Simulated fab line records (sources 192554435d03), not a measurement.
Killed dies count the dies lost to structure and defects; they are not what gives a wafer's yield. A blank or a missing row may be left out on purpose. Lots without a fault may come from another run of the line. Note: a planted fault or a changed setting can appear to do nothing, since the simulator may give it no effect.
Lot-split experiment || flow n5 finfet || route with 1938 steps; 7 lots, 21 wafers read

THE SPLIT
At N5_SD_EPI_N_PEB_07 (peb time 60 s), the setting peb temp c was moved away from the recipe's 110 C on 9 of the 21 wafers read, by -1.9% to +2.8%. This setting was run at the recipe's value on the other wafers.

FROM THE SPLIT TO THE READING: what the file shows between them, 1 step
- N5_SD_EPI_N_DEVELOP_08: develop time 30 s

THE READING
cd nm (nm) at N5_SD_EPI_N_CD_MEAS_09, where the cd target is 120 nm. Typical for fault-free wafers on this fab line: 120.0 nm, with standard deviation 0.67 nm.

{"wafer": "L074.3", "tool, chamber at the split": "litho track-05, 0", "peb temp c as run, C": 107.9, "against the recipe": "-1.9%", "cd nm, nm": 114.4, "against lot-mates on the recipe": -5.3}
{"wafer": "L074.4", "tool, chamber at the split": "litho track-05, 0", "peb temp c as run, C": 110, "against the recipe": "recipe", "cd nm, nm": 120.0, "against lot-mates on the recipe": "-"}
{"wafer": "L074.6", "tool, chamber at the split": "litho track-05, 0", "peb temp c as run, C": 110, "against the recipe": "recipe", "cd nm, nm": 119.5, "against lot-mates on the recipe": "-"}
{"wafer": "L076.1", "tool, chamber at the split": "litho track-01, 0", "peb temp c as run, C": 112.1, "against the recipe": "+1.9%", "cd nm, nm": 124.8, "against lot-mates on the recipe": "+4.6"}
{"wafer": "L076.2", "tool, chamber at the split": "litho track-01, 0", "peb temp c as run, C": 110, "against the recipe": "recipe", "cd nm, nm": 120.6, "against lot-mates on the recipe": "-"}
{"wafer": "L076.6", "tool, chamber at the split": "litho track-01, 0", "peb temp c as run, C": 110, "against the recipe": "recipe", "cd nm, nm": 119.7, "against lot-mates on the recipe": "-"}
{"wafer": "L078.1", "tool, chamber at the split": "litho track-05, 0", "peb temp c as run, C": 110, "against the recipe": "recipe", "cd nm, nm": 119.6, "against lot-mates on the recipe": "-"}
{"wafer": "L078.3", "tool, chamber at the split": "litho track-05, 0", "peb temp c as run, C": 110, "against the recipe": "recipe", "cd nm, nm": 120.5, "against lot-mates on the recipe": "-"}
{"wafer": "L078.5", "tool, chamber at the split": "litho track-05, 0", "peb temp c as run, C": 110, "against the recipe": "recipe", "cd nm, nm": 120.2, "against lot-mates on the recipe": "-"}
{"wafer": "L086.3", "tool, chamber at the split": "litho track-05, 0", "peb temp c as run, C": 112.5, "against the recipe": "+2.3%", "cd nm, nm": 126.5, "against lot-mates on the recipe": "+5.8"}
{"wafer": "L086.4", "tool, chamber at the split": "litho track-05, 0", "peb temp c as run, C": 112.5, "against the recipe": "+2.3%", "cd nm, nm": 125.9, "against lot-mates on the recipe": "+5.2"}
{"wafer": "L086.5", "tool, chamber at the split": "litho track-05, 0", "peb temp c as run, C": 110, "against the recipe": "recipe", "cd nm, nm": 120.7, "against lot-mates on the recipe": "-"}
{"wafer": "L093.4", "tool, chamber at the split": "litho track-05, 0", "peb temp c as run, C": 108.3, "against the recipe": "-1.5%", "cd nm, nm": 115.9, "against lot-mates on the recipe": -4.3}
{"wafer": "L093.5", "tool, chamber at the split": "litho track-05, 0", "peb temp c as run, C": 108.3, "against the recipe": "-1.5%", "cd nm, nm": 115.1, "against lot-mates on the recipe": -5.1}
{"wafer": "L093.6", "tool, chamber at the split": "litho track-05, 0", "peb temp c as run, C": 110, "against the recipe": "recipe", "cd nm, nm": 120.2, "against lot-mates on the recipe": "-"}
{"wafer": "L095.4", "tool, chamber at the split": "litho track-01, 0", "peb temp c as run, C": 110, "against the recipe": "recipe", "cd nm, nm": 120.6, "against lot-mates on the recipe": "-"}
{"wafer": "L095.5", "tool, chamber at the split": "litho track-01, 0", "peb temp c as run, C": 108.4, "against the recipe": "-1.5%", "cd nm, nm": 115.8, "against lot-mates on the recipe": -4.8}
{"wafer": "L095.6", "tool, chamber at the split": "litho track-01, 0", "peb temp c as run, C": 110, "against the recipe": "recipe", "cd nm, nm": 120.5, "against lot-mates on the recipe": "-"}
{"wafer": "L097.1", "tool, chamber at the split": "litho track-01, 0", "peb temp c as run, C": 110, "against the recipe": "recipe", "cd nm, nm": 120.3, "against lot-mates on the recipe": "-"}
{"wafer": "L097.3", "tool, chamber at the split": "litho track-01, 0", "peb temp c as run, C": 113.1, "against the recipe": "+2.8%", "cd nm, nm": 127.6, "against lot-mates on the recipe": "+7.3"}
{"wafer": "L097.6", "tool, chamber at the split": "litho track-01, 0", "peb temp c as run, C": 113.1, "against the recipe": "+2.8%", "cd nm, nm": 127.2, "against lot-mates on the recipe": "+6.9"}

FIT RESULTS
A straight line over all 21 wafers: cd nm changes by +2.72 nm for each +1% of peb temp c; r = +0.99; the points scatter about the line by 0.44 nm.
The same after taking each lot's own level away (the mean of its wafers on the recipe; 21 wafers): +2.64 nm for each +1%; r = +0.99; scatter 0.41 nm.
The reading moves by 7.4 nm for the largest change in peb temp c, on that fit.
From 119.75 to 120.70 nm: that is the span of the lots' own levels, equal to 1.4 times the standard deviation above.
Consequently the slope shifts little with the lot-to-lot level, the two slopes agreeing.
Check: +7.21 nm against its lot-mates is what the line predicts for one of the wafers moved furthest among these (+2.8%) when that wafer is left out of the fit. It came out at +7.3 nm against them.

THE OTHER SPLITS THESE WAFERS WENT THROUGH
Note: prior to the reading, these wafers also went through further splits. Each is held against what the fit with the lots' levels taken away leaves over:
{"other split on the same wafers": "N5_WELL_APT_PEB_23 peb time s", "wafers away from the commonest value": 11, "r with cd nm (lot level and that fit taken away)": "+0.10"}
{"other split on the same wafers": "N5_WELL_APT_DESCUM_30 time s", "wafers away from the commonest value": 6, "r with cd nm (lot level and that fit taken away)": -0.17}
{"other split on the same wafers": "N5_PMOS_HMC_CHANNEL_EPI_PEB_07 peb time s", "wafers away from the commonest value": 6, "r with cd nm (lot level and that fit taken away)": -0.13}
{"other split on the same wafers": "N5_PMOS_HMC_CHANNEL_EPI_DEVELOP_08 develop time s", "wafers away from the commonest value": 8, "r with cd nm (lot level and that fit taken away)": -0.27}
{"other split on the same wafers": "N5_FIN_SAQP_COAT_68 spin rpm", "wafers away from the commonest value": 5, "r with cd nm (lot level and that fit taken away)": "+0.06"}
{"other split on the same wafers": "N5_SD_EPI_N_COAT_33 spin rpm", "wafers away from the commonest value": 6, "r with cd nm (lot level and that fit taken away)": "+0.30"}

THE WHOLE CHAIN: every reading that the file lists as answering this split, in the file's order
{"step": "N5_SD_EPI_N_CD_MEAS_09", "what it does": "target cd 120 nm", "reading": "cd nm", "change (the file's fit)": "+2.64 nm for each +1% of the setting", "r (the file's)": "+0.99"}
{"step": "N5_SD_EPI_N_DESCUM_14", "what it does": "chemistry O2, time 7.9 s", "reading": "SD_EPI_N.cd nm (the simulator's own value, which no gauge read)", "change (the file's fit)": "+2.6 nm for each +1% of the setting", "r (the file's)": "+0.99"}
{"step": "N5_SD_EPI_N_ETCH_35", "what it does": "etches SOC in N2/H2, overetch 108 nm, time 486 s", "reading": "SD_EPI_N.cd nm (the simulator's own value, which no gauge read)", "change (the file's fit)": "+2.46 nm for each +1% of the setting", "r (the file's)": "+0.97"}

FILE'S OWN FIT
cd nm changes by +2.64 nm for each +1% of peb temp c, r = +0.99.
